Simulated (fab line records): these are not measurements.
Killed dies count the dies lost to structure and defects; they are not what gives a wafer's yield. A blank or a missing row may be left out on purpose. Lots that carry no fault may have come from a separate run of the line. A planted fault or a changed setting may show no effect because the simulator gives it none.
Chamber matching ; flow n5_finfet ; 3 sister chambers for N5_BEOL_M9_CVD_78 on cvd_co-01
The step deposits Co from CCTBA/H2, target thk 2 nm, time 138.9 s. 3 wafers are shown with their chamber, then 7 later ones without.

## WAFERS, EACH WITH ITS CHAMBER
wafer;chamber;run_length_s (s)
L975.6;1;162.6
L976.3;0;163.0
L976.5;2;162.3

## WAFERS WHOSE CHAMBER IS MISSING
wafer;run_length_s (s)
L976.6;162.2
L981.2;162.2
L981.4;162.4
L981.6;162.4
L983.1;163.0
L983.3;162.4
L983.5;162.1

## WHICH CHAMBER EACH WENT THROUGH
wafer;from the rows above;in truth
L976.6;2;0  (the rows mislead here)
L981.2;2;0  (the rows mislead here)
L981.4;can't be placed: 2 or 1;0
L981.6;can't be placed: 2 or 1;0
L983.1;0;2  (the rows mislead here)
L983.3;can't be placed: 2 or 1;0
L983.5;2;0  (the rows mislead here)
Placed correctly: 0 of 7. Not placeable from these rows: 3 (in 0, the candidates include the true chamber). Number placed wrongly: 4.
How it was worked out, from the rows above alone: a wafer's distance from a chamber is the root of the sum, over the readings, of the square of ((its reading less the chamber's mean) divided by the reading's scatter). The wafer belongs to the nearest chamber; if the next one is less than 2 further off, it can't be placed. A chamber's mean is the mean of its shown wafers. The scatter: with one shown wafer a chamber, the root of the mean of the squares of how far each hidden wafer lies from its nearest shown one.
